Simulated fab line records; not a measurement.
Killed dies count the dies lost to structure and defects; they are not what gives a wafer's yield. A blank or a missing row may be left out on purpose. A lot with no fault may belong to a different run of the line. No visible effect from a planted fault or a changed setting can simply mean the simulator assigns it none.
8D (eight disciplines) problem report, filled in by code | flow n5 finfet | the parts of the form that need people (team, actions taken, sign-off) are left out

## 1. WHAT IS WRONG
cd nm at N5_BEOL_M0_SAQP_CD_MEAS_25 reads a mean of 3.83 nm on 9 wafers of 3 lots; wafers without a fault read 12.75 nm with a standard deviation of 0.23. Measured from the usual mean, that is -39 standard deviations.
The step: target cd 13.1 nm.
First seen on wafer L535.1, day 7 18:32, on cd sem-03. Wafers with a number at this step in the record: 27, from 9 lots. By rule, "out" or "out of limits" means more than 4 standard deviations away from the usual mean. The other wafers with a number count as sound.

## 2. WHAT IT IS; WHAT IT IS NOT
question                    | is                     | is not
which readings at this step | cd nm                  | -
which lots                  | L535, L536, L537       | L526, L533, L534, L546, L548, L549
which wafers of those lots  | all that have a number | -
read on which gauges        | cd sem-01, cd sem-03   | cd sem-02
when                        | from day 7 18:32       | up to then (9 sound wafers); but 9 sound wafers of L546, L548, L549 came after

## 3. WHAT RULES OUT EACH SUSPECT
Counting: a tool stays on the suspect list if, at a process step up to the reading, it processed all lots that are out and no sound lot following the first of them.
- the gauge at N5_BEOL_M0_SAQP_CD_MEAS_25 is ruled out. Those wafers that are out were read across 2 gauges (cd sem-01, cd sem-03).
- ald sin-03 at N5_BEOL_M0_SAQP_SPACER1_ALD_98 (deposits SiO2, target thk 12.8 nm, pulse time 1 s, purge time 2 s): ruled out as a lasting fault. Sound lots L549 ran on it after its first lot that is out, L535 (day 7 17:52).
Left after counting: nothing in the record.

## 4. THE CAUSE (what the simulator had put in)
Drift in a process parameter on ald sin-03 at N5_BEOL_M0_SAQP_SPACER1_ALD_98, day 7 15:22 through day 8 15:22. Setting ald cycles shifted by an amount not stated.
Counting ruled it out, wrongly: the rule takes a fault to strike every lot that its tool runs from its start on, and this one did not.

## 5. THE CHAIN OF EFFECTS, in route order
Each row: a reading where the mean over the struck wafers with a number is more than 3 standard deviations away from the usual. Readings are gone through only where the record gives a usual standard deviation; hours: the median, over the lots, of the time from a lot's start at the first step in this table giving one to that lot's start at this step; sigmas: the change measured in usual standard deviations.
hours | step                       | reading              | usual    | on struck wafers | change | sigmas
0     | N5_BEOL_M0_SAQP_CD_MEAS_25 | cd nm                | 12.75 nm | 3.83             | -8.92  | -39
170   | N5_PASSIVATION_PROBE_49    | defect limited yield | 91.3 %   | 0.0              | -91.3  | -65
170   | N5_PASSIVATION_PROBE_49    | killed_at_M0_to_M3   | 36       | 1107             | +1071  | +97
170   | N5_PASSIVATION_PROBE_49    | killed dies          | 103      | 1180             | +1077  | +63
170   | N5_PASSIVATION_PROBE_49    | killed on rim        | 13       | 152              | +139   | +39
170   | N5_PASSIVATION_PROBE_49    | killed open          | 68       | 105              | +37    | +3.0
170   | N5_PASSIVATION_PROBE_49    | killed short         | 33       | 73               | +40    | +5.5
170   | N5_PASSIVATION_PROBE_49    | sort_bin_5_function  | 5.2 %    | 93.7             | +88.5  | +97
170   | N5_PASSIVATION_PROBE_49    | sort_bin_6_memory    | 3.2 %    | 5.6              | +2.4   | +3.6
170   | N5_PASSIVATION_PROBE_49    | sort n pass          | 1077     | 0                | -1077  | -63
170   | N5_PASSIVATION_PROBE_49    | sort yield pct       | 91.3 %   | 0.0              | -91.3  | -65
Its process steps:
- N5_PASSIVATION_PROBE_49

## 6. WHAT WOULD HAVE CAUGHT IT SOONER
In this record the first reading out of limits at a measuring or inspecting step was taken at day 7 18:32, 3 hours after the fault began at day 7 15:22.
No tool reading at N5_BEOL_M0_SAQP_SPACER1_ALD_98 that has a usual standard deviation in the record was out on any struck wafer, so an alarm limit of 4 standard deviations on those readings would not have fired.
